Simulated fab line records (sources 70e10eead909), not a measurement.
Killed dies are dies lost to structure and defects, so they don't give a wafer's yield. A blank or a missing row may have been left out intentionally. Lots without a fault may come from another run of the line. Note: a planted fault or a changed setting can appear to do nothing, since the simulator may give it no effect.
fab line records | flow nand_harc | part 1 of 2: steps 1 to 22 of 32
[record] lots = 5 | wafers = 15 | last_day = 23
route steps=1159 shown P_CONTACT@245 P_M0@253
lots untouched by any fault: they come from a run of this same line in which no faults occurred
start_h: the number of hours between the record's first day and the start of the first shown wafer of the lot | wait_h: hours from the lot's prior step to this one | " identical to the entry in the row above | L1.1+2: several wafers, shown together as one row | - value missing, or start not given | * or withheld: withheld | < > ~ a bound
route shown NAME@n: a module of which the file shows steps, and the number in the route of the first | usual: mean/standard deviation of fault-free wafers | same: alike in all rows | chamber/n: place in a boat | sites: the reading at each site | _std_site: the standard deviation of these | _edge_site: the outer-site mean with the inner-site mean subtracted | radius_mm: for every site, how far away it sits from the centre of the wafer | mask NAME#n: copy n | behind: the tool/chamber that last shaped the wafer | hold: why the lot went on hold/how many hours it stayed there/how the hold came to an end | device: names the non-switching transistor (n, p or np) | end of line: at the end of the route, the tests of the same wafers | a step with no rows: only its recipe | killed: dies lost to structure and defects at the first sort, not the wafer's yield | map: a wafer's dies, x killed, . not, _ none there
set.NAME: the setting as run; set.NAME@STEP: as run at that earlier step | model.NAME: the simulator's own value behind a step, which no gauge read
a table for each step, a row for each wafer; lots at some steps of the route
services: the hour from which a tool's chamber was out of use, counted from the record's first day as start_h (under 0 if before that day), plus the number of hours and why
[[steps]]
[step NHARC_P_CONTACT_PRE_CLEAN_39]
[recipe] time_s = 19.5 | bias_v = 250 | gas = Ar
lot.wafer  | tool           | chamber | start_h | wait_h
L074.4+2+6 | pvd_sputter-01 | -       | -       | -
L080.3+4+5 | pvd_sputter-02 | -       | -       | -
L081.4+2+5 | pvd_sputter-03 | -       | -       | -
L088.4+1+3 | pvd_sputter-03 | -       | -       | -
L097.4+6+5 | pvd_sputter-01 | -       | -       | -
[step NHARC_P_CONTACT_PVD_32]
[recipe] target_thk_a = 50 | chamber_pressure_pa = 5 | power_w = 5000 | substrate_temp_c = 200 | time_s = 17.7 | material = Ti
[usual] throttle_valve_pct = 30.0/0.69
lot.wafer | tool           | chamber | start_h | wait_h | throttle_valve_pct
L074.2    | pvd_sputter-01 | -       | -       | -      | 30.1
L074.4    | "              | -       | "       | "      | 29.3
L074.6    | "              | -       | "       | "      | 29.8
L080.3    | pvd_sputter-02 | -       | -       | -      | 28.9
L080.4    | "              | -       | "       | "      | 31.2
L080.5    | "              | -       | "       | "      | 28.7
L081.4    | pvd_sputter-03 | -       | -       | -      | 29.3
L081.2    | "              | -       | "       | "      | 29.8
L081.5    | "              | -       | "       | "      | 29.3
L088.3    | pvd_sputter-03 | -       | -       | -      | 30.0
L088.1    | "              | -       | "       | "      | 29.2
L088.4    | "              | -       | "       | "      | 30.3
L097.4    | pvd_sputter-01 | -       | -       | -      | 30.2
L097.6    | "              | -       | "       | "      | 29.0
L097.5    | "              | -       | "       | "      | 30.2
[step NHARC_P_CONTACT_ALD_22]
[recipe] target_thk_a = 30 | pulse_time_s = 1 | ald_cycles = 150 | temp_c = 450 | material = TiN
[usual] heater_power_w = 1054/130 | precursor_pulse_height_rel = 1.001/0.02
lot.wafer | tool         | chamber | start_h | wait_h | heater_power_w | precursor_pulse_height_rel
L074.2    | ald_metal-03 | 0       | 108.11  | -      | 946            | 1.001
L074.4    | "            | 1       | "       | "      | 921            | 1.020
L074.6    | "            | 3       | "       | "      | 907            | 0.984
L080.3    | ald_metal-04 | 3       | 148.65  | -      | 1122           | 1.011
L080.4    | "            | 1       | "       | "      | 1315           | 0.998
L080.5    | "            | 3       | "       | "      | 1153           | 0.960
L081.4    | ald_metal-03 | 1       | 155.23  | -      | 974            | 0.997
L081.2    | "            | 2       | "       | "      | 1012           | 0.991
L081.5    | "            | 0       | "       | "      | 895            | 1.016
L088.4    | ald_metal-03 | 3       | 197.93  | -      | 886            | 1.013
L088.3    | "            | 1       | "       | "      | 957            | 1.004
L088.1    | "            | 2       | "       | "      | 1029           | 1.031
L097.4    | ald_metal-01 | 2       | 243.41  | -      | 1044           | 1.003
L097.6    | "            | 1       | "       | "      | 1270           | 1.021
L097.5    | "            | 2       | "       | "      | 1055           | 1.013
[step NHARC_P_CONTACT_CVD_23]
[recipe] target_thk_a = 2000 | temp_c = 300 | pressure_torr = 40 | wf6_flow_sccm = 40 | h2_flow_sccm = 1600 | ar_flow_sccm = 1560 | time_s = 557 | material = W
[usual] chamber_pressure_Torr = 40.01/0.08 | heater_power_w = 443/59 | throttle_valve_pct = 7.93/0.23
lot.wafer | tool     | chamber | start_h | wait_h | chamber_pressure_Torr | heater_power_w | throttle_valve_pct
L074.2    | cvd_w-02 | 1       | -       | -      | 40.06                 | 366            | 8.31
L074.4    | "        | 0       | "       | "      | 40.09                 | 524            | 8.02
L074.6    | "        | 1       | "       | "      | 40.08                 | 350            | 7.97
L080.4    | cvd_w-02 | 1       | -       | -      | 40.06                 | 362            | 8.26
L080.3    | "        | 0       | "       | "      | 39.92                 | 522            | 8.09
L080.5    | "        | 1       | "       | "      | 40.03                 | 355            | 8.28
L081.2    | cvd_w-02 | 1       | -       | -      | 39.99                 | 362            | 8.10
L081.4    | "        | 1       | "       | "      | 40.11                 | 358            | 8.11
L081.5    | "        | 0       | "       | "      | 39.96                 | 518            | 7.92
L088.1    | cvd_w-01 | 1       | -       | -      | 39.97                 | 439            | 8.10
L088.4    | "        | 1       | "       | "      | 40.04                 | 438            | 7.90
L088.3    | "        | 0       | "       | "      | 40.11                 | 436            | 8.10
L097.4    | cvd_w-02 | 1       | -       | -      | 39.86                 | 388            | 8.40
L097.6    | "        | 1       | "       | "      | 39.96                 | 376            | 8.30
L097.5    | "        | 0       | "       | "      | 39.91                 | 526            | 7.76
[step NHARC_P_CONTACT_CMP_24]
[recipe] t_overpolish_s = 30 | target_thk_nm = 200
[usual] edge_zone_pressure_frac = 1.001/0.0049 | motor_current_A = 11.6/0.98 | overpolish_run_s = 30.001/0.0098 | time_to_endpoint_s = 39.4/2
lot.wafer | tool   | chamber | start_h | wait_h | edge_zone_pressure_frac | motor_current_A | overpolish_run_s | time_to_endpoint_s
L074.4    | cmp-04 | 1       | 109.60  | 0.3    | 1.004                   | 10.4            | 29.999           | 40.0
L074.2    | "      | 3       | "       | "      | 1.004                   | 11.0            | 29.999           | 39.1
L074.6    | "      | 1       | "       | "      | 1.002                   | 10.1            | 30.002           | 35.7
L080.4    | cmp-03 | 0       | 149.49  | 0.4    | 0.998                   | 10.6            | 29.989           | 39.4
L080.3    | "      | 3       | "       | "      | 0.986                   | 11.9            | 30.002           | 40.4
L080.5    | "      | 0       | "       | "      | 1.003                   | 10.4            | 30.005           | 39.9
L081.4    | cmp-04 | 3       | 156.06  | 0.4    | 1.000                   | 10.9            | 30.004           | 40.0
L081.2    | "      | 1       | "       | "      | 1.008                   | 10.9            | 29.992           | 36.2
L081.5    | "      | 0       | "       | "      | 0.990                   | 11.9            | 29.992           | 37.7
L088.3    | cmp-04 | 3       | 207.54  | 0.3    | 1.001                   | 11.0            | 29.996           | 39.4
L088.4    | "      | 0       | "       | "      | 0.996                   | 12.6            | 29.996           | 41.2
L088.1    | "      | 1       | "       | "      | 0.993                   | 11.3            | 29.984           | 37.9
L097.4    | cmp-03 | 2       | 244.25  | 0.4    | 1.001                   | 12.5            | 30.017           | 38.5
L097.5    | "      | 2       | "       | "      | 1.003                   | 12.7            | 30.008           | 39.1
L097.6    | "      | 3       | "       | "      | 1.004                   | 11.7            | 30.002           | 40.1
[step NHARC_P_CONTACT_SRD_26]
lot.wafer  | tool         | chamber | start_h | wait_h
L074.2+4+6 | wet_bench-09 | 6,1,3   | 109.90  | 0.0
L080.3+5+4 | wet_bench-04 | 6,7,1   | 149.81  | 0.0
L081.5+2+4 | wet_bench-03 | 7,1,2   | 156.40  | 0.0
L088.1+4+3 | wet_bench-04 | 5,0,1   | 207.83  | 0.0
L097.4+6+5 | wet_bench-04 | 1,2,5   | 244.58  | 0.0
[step NHARC_P_CONTACT_INSPECT_27]
[usual] raw_defect_count = 302/120
lot.wafer | tool              | chamber | start_h | wait_h | raw_defect_count
L074.2    | defect_inspect-01 | -       | 109.98  | 0.1    | 126
L074.4    | "                 | -       | "       | "      | 176
L074.6    | "                 | -       | "       | "      | 189
L080.3    | defect_inspect-02 | -       | 149.90  | 0.1    | 420
L080.4    | "                 | -       | "       | "      | 374
L080.5    | "                 | -       | "       | "      | 621
L081.2    | defect_inspect-01 | -       | 156.47  | 0.1    | 233
L081.4    | "                 | -       | "       | "      | 245
L081.5    | "                 | -       | "       | "      | 230
L088.1    | defect_inspect-02 | -       | 207.91  | 0.1    | 172
L088.3    | "                 | -       | "       | "      | 295
L088.4    | "                 | -       | "       | "      | 322
L097.4    | defect_inspect-02 | -       | 244.66  | 0.1    | 427
L097.5    | "                 | -       | "       | "      | 241
L097.6    | "                 | -       | "       | "      | 163
[step NHARC_P_M0_DEP_00]
[recipe] target_thk_a = 1500 | target_thk_nm = 150 | temp_c = withheld | pressure_torr = 5 | flow_sccm = 200 | rf_w = 600 | material = SiOC
[usual] chamber_pressure_Torr = 5.001/0.012 | rf_fwd_power_W = 598.3/1.8
lot.wafer | tool     | chamber | start_h | wait_h | chamber_pressure_Torr | rf_fwd_power_W
L074.2    | pecvd-04 | 1       | 110.05  | 0.1    | 4.995                 | 598.1
L074.4    | "        | 1       | "       | "      | 5.016                 | 597.6
L074.6    | "        | 2       | "       | "      | 4.983                 | 598.7
L080.3    | pecvd-04 | 2       | 149.97  | 0.1    | 5.002                 | 601.4
L080.5    | "        | 2       | "       | "      | 4.978                 | 600.8
L080.4    | "        | 0       | "       | "      | 5.017                 | 599.1
L081.2    | pecvd-04 | 0       | 156.69  | 0.2    | 4.990                 | 598.2
L081.4    | "        | 0       | "       | "      | 4.996                 | 598.3
L081.5    | "        | 2       | "       | "      | 4.986                 | 596.5
L088.1    | pecvd-02 | 2       | 208.07  | 0.2    | 4.987                 | 599.1
L088.3    | "        | 1       | "       | "      | 5.015                 | 599.6
L088.4    | "        | 0       | "       | "      | 4.994                 | 597.2
L097.5    | pecvd-03 | 0       | 244.86  | 0.2    | 4.990                 | 598.4
L097.6    | "        | 1       | "       | "      | 4.981                 | 595.2
L097.4    | "        | 2       | "       | "      | 5.014                 | 595.7
[step NHARC_P_M0_DEHYDRATE_01]
[recipe] temp_c = 150 | time_s = 120
[usual] plate_temp_C = 150.00/0.14 | resist_line_temp_C = 22.99/0.11
lot.wafer | tool           | chamber | start_h | wait_h | plate_temp_C | resist_line_temp_C
L074.2    | litho_track-06 | 0       | 110.45  | -      | 150.22       | 22.91
L074.4    | "              | 0       | "       | "      | 150.12       | 22.96
L074.6    | "              | 0       | "       | "      | 150.15       | 22.95
L080.3    | litho_track-01 | 0       | 150.37  | -      | 150.05       | 22.81
L080.4    | "              | 0       | "       | "      | 150.04       | 22.86
L080.5    | "              | 0       | "       | "      | 149.79       | 22.89
L081.2    | litho_track-06 | 0       | 157.10  | -      | 150.02       | 22.96
L081.4    | "              | 0       | "       | "      | 150.09       | 23.11
L081.5    | "              | 0       | "       | "      | 149.74       | 23.12
L088.1    | litho_track-04 | 0       | 208.48  | -      | 150.05       | 22.89
L088.3    | "              | 0       | "       | "      | 149.95       | 22.91
L088.4    | "              | 0       | "       | "      | 150.12       | 22.99
L097.4    | litho_track-01 | 0       | 245.13  | -      | 149.90       | 23.03
L097.5    | "              | 0       | "       | "      | 150.00       | 22.96
L097.6    | "              | 0       | "       | "      | 150.05       | 22.99
[step NHARC_P_M0_HMDS_02]
[recipe] time_s = 30
[usual] resist_line_temp_C = 23.01/0.11
lot.wafer | tool           | chamber | start_h | wait_h | resist_line_temp_C
L074.2    | litho_track-06 | 0       | -       | -      | 22.96
L074.4    | "              | 0       | "       | "      | 22.94
L074.6    | "              | 0       | "       | "      | 23.11
L080.3    | litho_track-01 | 0       | -       | -      | 23.02
L080.4    | "              | 0       | "       | "      | 22.98
L080.5    | "              | 0       | "       | "      | 23.00
L081.2    | litho_track-06 | 0       | -       | -      | 22.96
L081.4    | "              | 0       | "       | "      | 23.08
L081.5    | "              | 0       | "       | "      | 23.12
L088.1    | litho_track-04 | 0       | -       | -      | 22.93
L088.3    | "              | 0       | "       | "      | 22.98
L088.4    | "              | 0       | "       | "      | 23.08
L097.4    | litho_track-01 | 0       | -       | -      | 23.13
L097.5    | "              | 0       | "       | "      | 23.00
L097.6    | "              | 0       | "       | "      | 23.03
[step NHARC_P_M0_COAT_33]
[recipe] temp_c = 200 | time_s = 65
[usual] plate_temp_C = 200.03/0.16 | resist_line_temp_C = 23.01/0.094
lot.wafer | tool           | chamber | start_h | wait_h | plate_temp_C | resist_line_temp_C
L074.2    | litho_track-06 | 0       | -       | -      | 200.01       | 22.99
L074.4    | "              | 0       | "       | "      | 200.14       | 23.03
L074.6    | "              | 0       | "       | "      | 200.25       | 22.88
L080.3    | litho_track-01 | 0       | -       | -      | 199.81       | 22.96
L080.4    | "              | 0       | "       | "      | 199.78       | 23.02
L080.5    | "              | 0       | "       | "      | 199.91       | 23.02
L081.2    | litho_track-06 | 0       | -       | -      | 200.00       | 22.92
L081.4    | "              | 0       | "       | "      | 200.18       | 22.98
L081.5    | "              | 0       | "       | "      | 200.07       | 22.88
L088.1    | litho_track-04 | 0       | -       | -      | 200.35       | 23.11
L088.3    | "              | 0       | "       | "      | 200.24       | 23.06
L088.4    | "              | 0       | "       | "      | 200.05       | 23.15
L097.4    | litho_track-01 | 0       | -       | -      | 199.74       | 22.81
L097.5    | "              | 0       | "       | "      | 199.52       | 22.94
L097.6    | "              | 0       | "       | "      | 199.68       | 22.98
[step NHARC_P_M0_COAT_03]
[recipe] spin_rpm = 1500 | resist_thk_nm = 90
[usual] resist_line_temp_C = 23.03/0.11
lot.wafer | tool           | chamber | start_h | wait_h | resist_line_temp_C
L074.2    | litho_track-06 | 0       | -       | -      | 23.04
L074.4    | "              | 0       | "       | "      | 23.11
L074.6    | "              | 0       | "       | "      | 23.07
L080.3    | litho_track-01 | 0       | -       | -      | 22.95
L080.4    | "              | 0       | "       | "      | 23.04
L080.5    | "              | 0       | "       | "      | 23.06
L081.2    | litho_track-06 | 0       | -       | -      | 23.07
L081.4    | "              | 0       | "       | "      | 23.04
L081.5    | "              | 0       | "       | "      | 23.06
L088.1    | litho_track-04 | 0       | -       | -      | 23.06
L088.3    | "              | 0       | "       | "      | 22.95
L088.4    | "              | 0       | "       | "      | 22.91
L097.4    | litho_track-01 | 0       | -       | -      | 22.96
L097.5    | "              | 0       | "       | "      | 23.08
L097.6    | "              | 0       | "       | "      | 22.98
[step NHARC_P_M0_SOFTBAKE_04]
[recipe] temp_c = 105 | time_s = 55
[usual] plate_temp_C = 105.01/0.12 | resist_line_temp_C = 22.99/0.11
lot.wafer | tool           | chamber | start_h | wait_h | plate_temp_C | resist_line_temp_C
L074.2    | litho_track-06 | 0       | -       | -      | 105.14       | 23.04
L074.4    | "              | 0       | "       | "      | 104.89       | 23.20
L074.6    | "              | 0       | "       | "      | 105.11       | 23.01
L080.3    | litho_track-01 | 0       | -       | -      | 105.06       | 23.17
L080.4    | "              | 0       | "       | "      | 105.11       | 23.12
L080.5    | "              | 0       | "       | "      | 104.99       | 23.04
L081.2    | litho_track-06 | 0       | -       | -      | 104.94       | 23.01
L081.4    | "              | 0       | "       | "      | 104.91       | 22.94
L081.5    | "              | 0       | "       | "      | 104.93       | 23.19
L088.1    | litho_track-04 | 0       | -       | -      | 104.91       | 22.94
L088.3    | "              | 0       | "       | "      | 105.13       | 22.92
L088.4    | "              | 0       | "       | "      | 104.81       | 22.93
L097.4    | litho_track-01 | 0       | -       | -      | 104.90       | 23.03
L097.5    | "              | 0       | "       | "      | 104.92       | 23.04
L097.6    | "              | 0       | "       | "      | 104.85       | 22.97
[step NHARC_P_M0_EBR_05]
[usual] resist_line_temp_C = 23.02/0.11
lot.wafer | tool           | chamber | start_h | wait_h | resist_line_temp_C
L074.2    | litho_track-06 | 0       | -       | -      | 23.04
L074.4    | "              | 0       | "       | "      | 22.89
L074.6    | "              | 0       | "       | "      | 22.95
L080.3    | litho_track-01 | 0       | -       | -      | 23.07
L080.4    | "              | 0       | "       | "      | 23.18
L080.5    | "              | 0       | "       | "      | 23.10
L081.2    | litho_track-06 | 0       | -       | -      | 22.97
L081.4    | "              | 0       | "       | "      | 22.99
L081.5    | "              | 0       | "       | "      | 23.04
L088.1    | litho_track-04 | 0       | -       | -      | 22.93
L088.3    | "              | 0       | "       | "      | 22.97
L088.4    | "              | 0       | "       | "      | 23.02
L097.4    | litho_track-01 | 0       | -       | -      | 22.90
L097.5    | "              | 0       | "       | "      | 23.03
L097.6    | "              | 0       | "       | "      | 22.95
[step NHARC_P_M0_EXPOSE_06]
[recipe] na = 1.35 | target_cd_nm = 90 | dose_mj = 81.28 | mask_id = P_M0
[usual] focus_offset_nm = 0.0/0.57 | reticle_temp_C = 22.97/0.11
lot.wafer | tool            | chamber | start_h | wait_h | mask   | focus_offset_nm | reticle_temp_C
L074.2    | arfi_scanner-02 | 0       | 110.62  | -      | P_M0#0 | 0.3             | 23.02
L074.4    | "               | 0       | "       | "      | P_M0#0 | 0.8             | 22.99
L074.6    | "               | 0       | "       | "      | P_M0#0 | -0.4            | 23.00
L080.3    | arfi_scanner-01 | 0       | 150.66  | -      | P_M0#0 | 0.9             | 22.95
L080.4    | "               | 0       | "       | "      | P_M0#0 | 0.5             | 22.95
L080.5    | "               | 0       | "       | "      | P_M0#0 | 0.5             | 23.03
L081.2    | arfi_scanner-03 | 0       | 157.39  | -      | P_M0#0 | 0.8             | 22.98
L081.4    | "               | 0       | "       | "      | P_M0#0 | 0.4             | 23.08
L081.5    | "               | 0       | "       | "      | P_M0#0 | 0.2             | 22.95
L088.1    | arfi_scanner-01 | 0       | 208.64  | -      | P_M0#0 | -0.1            | 22.99
L088.3    | "               | 0       | "       | "      | P_M0#0 | -0.5            | 23.07
L088.4    | "               | 0       | "       | "      | P_M0#0 | 0.2             | 23.17
L097.4    | arfi_scanner-02 | 0       | 245.43  | -      | P_M0#0 | -0.2            | 23.03
L097.5    | "               | 0       | "       | "      | P_M0#0 | 0.0             | 23.00
L097.6    | "               | 0       | "       | "      | P_M0#0 | -0.1            | 23.04
[step NHARC_P_M0_PEB_07]
[recipe] peb_temp_c = 100 | peb_time_s = 65
[usual] plate_temp_C = 99.98/0.14 | resist_line_temp_C = 22.99/0.1
lot.wafer | tool           | chamber | start_h | wait_h | plate_temp_C | resist_line_temp_C
L074.2    | litho_track-04 | 0       | 110.68  | 0.1    | 100.05       | 23.01
L074.4    | "              | 0       | "       | "      | 99.96        | 22.97
L074.6    | "              | 0       | "       | "      | 100.00       | 22.92
L080.3    | litho_track-01 | 0       | 150.72  | 0.0    | 99.99        | 23.01
L080.4    | "              | 0       | "       | "      | 99.88        | 23.19
L080.5    | "              | 0       | "       | "      | 99.79        | 22.98
L081.2    | litho_track-06 | 0       | 157.45  | 0.1    | 100.12       | 22.84
L081.4    | "              | 0       | "       | "      | 100.12       | 22.88
L081.5    | "              | 0       | "       | "      | 100.20       | 22.82
L088.1    | litho_track-06 | 0       | 208.70  | 0.1    | 99.72        | 22.99
L088.3    | "              | 0       | "       | "      | 99.95        | 23.06
L088.4    | "              | 0       | "       | "      | 99.95        | 22.96
L097.4    | litho_track-06 | 0       | 245.49  | 0.0    | 100.15       | 23.13
L097.5    | "              | 0       | "       | "      | 100.07       | 23.00
L097.6    | "              | 0       | "       | "      | 100.14       | 22.95
[step NHARC_P_M0_DEVELOP_08]
[recipe] develop_time_s = 35 | dev_temp_c = 23
[usual] resist_line_temp_C = 22.99/0.12
lot.wafer | tool           | chamber | start_h | wait_h | resist_line_temp_C
L074.2    | litho_track-04 | 0       | -       | -      | 22.97
L074.4    | "              | 0       | "       | "      | 22.94
L074.6    | "              | 0       | "       | "      | 22.87
L080.3    | litho_track-01 | 0       | -       | -      | 22.89
L080.4    | "              | 0       | "       | "      | 22.90
L080.5    | "              | 0       | "       | "      | 23.12
L081.2    | litho_track-06 | 0       | -       | -      | 22.89
L081.4    | "              | 0       | "       | "      | 22.95
L081.5    | "              | 0       | "       | "      | 22.92
L088.1    | litho_track-06 | 0       | -       | -      | 23.10
L088.3    | "              | 0       | "       | "      | 22.97
L088.4    | "              | 0       | "       | "      | 23.21
L097.4    | litho_track-06 | 0       | -       | -      | 22.99
L097.5    | "              | 0       | "       | "      | 22.96
L097.6    | "              | 0       | "       | "      | 22.84
[step NHARC_P_M0_CD_MEAS_09]
[recipe] target_cd_nm = 90 | landing_energy_ev = 500
[usual] cd_nm = 90.0/0.47
lot.wafer | tool      | chamber | start_h | wait_h | cd_nm
L074.2    | cd_sem-02 | 0       | 110.76  | -      | 89.9
L074.4    | "         | 0       | "       | "      | 89.7
L074.6    | "         | 0       | "       | "      | 90.2
L080.3    | cd_sem-02 | 0       | 150.80  | -      | 89.8
L080.4    | "         | 0       | "       | "      | 90.1
L080.5    | "         | 0       | "       | "      | 89.6
L081.2    | cd_sem-01 | 0       | 157.53  | -      | 90.0
L081.4    | "         | 0       | "       | "      | 90.4
L081.5    | "         | 0       | "       | "      | 90.3
L088.1    | cd_sem-03 | 0       | 208.78  | -      | 90.6
L088.3    | "         | 0       | "       | "      | 89.8
L088.4    | "         | 0       | "       | "      | 90.5
L097.4    | cd_sem-02 | 0       | 245.57  | -      | 90.0
L097.5    | "         | 0       | "       | "      | 90.6
L097.6    | "         | 0       | "       | "      | 90.7
[step NHARC_P_M0_OVL_MEAS_10]
[recipe] pitch_nm = 180
[usual] overlay_x_nm = 0.1/0.76 | overlay_y_nm = -0.1/0.62
lot.wafer | tool       | chamber | start_h | wait_h | overlay_x_nm | overlay_y_nm
L074.2    | overlay-02 | -       | 110.84  | -      | 1.1          | -0.3
L074.4    | "          | -       | "       | "      | 1.5          | -0.7
L074.6    | "          | -       | "       | "      | 1.4          | -0.8
L080.3    | overlay-02 | -       | 150.88  | -      | -0.8         | 0.7
L080.4    | "          | -       | "       | "      | -1.4         | 0.8
L080.5    | "          | -       | "       | "      | -1.0         | 0.9
L081.2    | overlay-02 | -       | 157.61  | -      | 0.7          | -0.2
L081.4    | "          | -       | "       | "      | 0.8          | -0.4
L081.5    | "          | -       | "       | "      | 0.4          | -0.3
L088.1    | overlay-01 | -       | 208.87  | -      | -0.4         | -0.2
L088.3    | "          | -       | "       | "      | -0.9         | -0.2
L088.4    | "          | -       | "       | "      | -0.9         | 0.0
L097.4    | overlay-02 | -       | 245.65  | -      | 0.2          | -0.1
L097.5    | "          | -       | "       | "      | 0.3          | -0.7
L097.6    | "          | -       | "       | "      | 0.0          | -0.5
[step NHARC_P_M0_INSPECT_11]
[usual] raw_defect_count = 3.9/2.5
lot.wafer | tool              | chamber | start_h | wait_h | raw_defect_count
L074.2    | defect_inspect-01 | -       | 110.88  | 0.0    | 2
L074.4    | "                 | -       | "       | "      | 2
L074.6    | "                 | -       | "       | "      | 7
L080.3    | defect_inspect-02 | -       | 150.92  | 0.0    | 5
L080.4    | "                 | -       | "       | "      | 4
L080.5    | "                 | -       | "       | "      | 8
L081.2    | defect_inspect-01 | -       | 157.65  | 0.0    | 2
L081.4    | "                 | -       | "       | "      | 5
L081.5    | "                 | -       | "       | "      | 2
L088.1    | defect_inspect-02 | -       | 208.90  | 0.0    | 2
L088.3    | "                 | -       | "       | "      | 6
L088.4    | "                 | -       | "       | "      | 2
L097.4    | defect_inspect-01 | -       | 245.69  | 0.0    | 1
L097.5    | "                 | -       | "       | "      | 1
L097.6    | "                 | -       | "       | "      | 3
[step NHARC_P_M0_DESCUM_14]
[recipe] time_s = 3 | o2_flow_sccm = 200 | ar_flow_sccm = 0 | bias_power_w = 0 | chemistry = O2
[usual] drypump_motor_current_A = 5.8/0.57 | oes_product_au = 1.003/0.0079 | rf_vpp_V = 57.8/0.83 | showerhead_plenum_p_Torr = 1.90/0.086 | throttle_valve_pct = 11.310/0.0094
lot.wafer | tool        | chamber | start_h | wait_h | drypump_motor_current_A | oes_product_au | rf_hours_counter_h | rf_vpp_V | showerhead_plenum_p_Torr | throttle_valve_pct
L074.2    | rie_diel-05 | 1       | 110.94  | 0.1    | 5.1                     | 0.998          | 9                  | 56.6     | 1.82                     | 11.309
L074.4    | "           | 0       | "       | "      | 6.4                     | 0.991          | 8                  | 57.1     | 1.82                     | 11.316
L074.6    | "           | 2       | "       | "      | 6.5                     | 1.015          | -                  | 58.2     | 1.88                     | 11.311
L080.4    | rie_diel-09 | 0       | 150.98  | 0.1    | 5.4                     | 1.001          | 5                  | 60.6     | 2.02                     | 11.299
L080.3    | "           | 2       | "       | "      | 4.9                     | 0.997          | 4                  | 57.7     | 1.83                     | 11.313
L080.5    | "           | 1       | "       | "      | 5.6                     | 1.002          | -                  | 58.2     | 1.82                     | 11.311
L081.4    | rie_diel-05 | 0       | 157.71  | 0.1    | 6.4                     | 1.006          | 10                 | 58.1     | 1.82                     | 11.328
L081.2    | "           | 2       | "       | "      | 6.5                     | 1.011          | 10                 | 56.8     | 1.88                     | 11.322
L081.5    | "           | 0       | "       | "      | 6.3                     | 0.997          | -                  | 58.6     | 1.82                     | 11.297
L088.4    | rie_diel-09 | 0       | 208.96  | 0.1    | 5.4                     | 0.992          | 9                  | 58.6     | 2.02                     | 11.308
L088.3    | "           | 1       | "       | "      | 5.6                     | 0.988          | 9                  | 56.4     | 1.82                     | 11.325
L088.1    | "           | 3       | "       | "      | 6.6                     | 0.999          | 8                  | 58.3     | 2.02                     | 11.308
L097.4    | rie_diel-09 | 1       | 245.76  | 0.1    | 5.6                     | 1.000          | 11                 | 56.3     | 1.82                     | 11.311
L097.5    | "           | 3       | "       | "      | 6.7                     | 1.004          | -                  | 56.7     | 2.02                     | 11.310
L097.6    | "           | 0       | "       | "      | 5.4                     | 1.007          | -                  | 57.7     | 2.02                     | 11.310
[step NHARC_P_M0_ETCH_34]
[recipe] target_depth_a = 400 | overetch_a = 120 | time_s = 43.94 | ion_energy_ev = 200 | n2_flow_sccm = 150 | h2_flow_sccm = 150 | ar_flow_sccm = 0 | rf_w = 400 | bias_w = 150 | chemistry = N2/H2
[usual] drypump_motor_current_A = 5.8/0.59 | oes_product_au = 1.004/0.0076 | rf_fwd_power_W = 396.0/1.6 | rf_vpp_V = 430.0/2.7 | showerhead_plenum_p_Torr = 2.02/0.094 | throttle_valve_pct = 14.171/0.0092
lot.wafer | tool        | chamber | start_h | wait_h | drypump_motor_current_A | oes_product_au | rf_fwd_power_W | rf_hours_counter_h | rf_vpp_V | showerhead_plenum_p_Torr | throttle_valve_pct
L074.4    | rie_diel-05 | 0       | 111.03  | 0.1    | 6.4                     | 0.995          | 395.8          | 8                  | 427.5    | 1.94                     | 14.169
L074.2    | "           | 2       | "       | "      | 6.5                     | 1.008          | 392.7          | 8                  | 429.8    | 2.01                     | 14.166
L074.6    | "           | 0       | "       | "      | 6.4                     | 0.994          | 396.0          | -                  | 427.3    | 1.94                     | 14.161
L080.4    | rie_diel-09 | 3       | 151.06  | 0.1    | 6.6                     | 1.011          | 400.3          | 5                  | 433.0    | 2.16                     | 14.195
L080.3    | "           | 2       | "       | "      | 5.0                     | 1.001          | 395.2          | 4                  | 427.5    | 1.95                     | 14.161
L080.5    | "           | 3       | "       | "      | 6.6                     | 1.000          | 398.6          | -                  | 433.0    | 2.16                     | 14.161
L081.2    | rie_diel-05 | 0       | 157.81  | 0.1    | 6.4                     | 0.995          | 396.0          | 10                 | 428.2    | 1.94                     | 14.169
L081.4    | "           | 1       | "       | "      | 5.1                     | 1.000          | 396.3          | 11                 | 428.0    | 1.94                     | 14.159
L081.5    | "           | 3       | "       | "      | 6.1                     | 1.001          | 395.0          | -                  | 433.5    | 2.12                     | 14.158
L088.3    | rie_diel-09 | 2       | 209.05  | 0.1    | 4.9                     | 1.016          | 395.1          | 8                  | 428.7    | 1.95                     | 14.169
L088.4    | "           | 0       | "       | "      | 5.4                     | 1.001          | 395.2          | 9                  | 432.7    | 2.15                     | 14.167
L088.1    | "           | 1       | "       | "      | 5.6                     | 1.005          | 399.2          | 9                  | 425.8    | 1.94                     | 14.188
L097.4    | rie_diel-09 | 1       | 245.84  | 0.1    | 5.6                     | 1.007          | 397.2          | 11                 | 428.1    | 1.94                     | 14.169
L097.6    | "           | 0       | "       | "      | 5.4                     | 0.997          | 395.1          | -                  | 433.3    | 2.15                     | 14.170
L097.5    | "           | 1       | "       | "      | 5.6                     | 1.008          | 398.4          | -                  | 427.6    | 1.94                     | 14.158
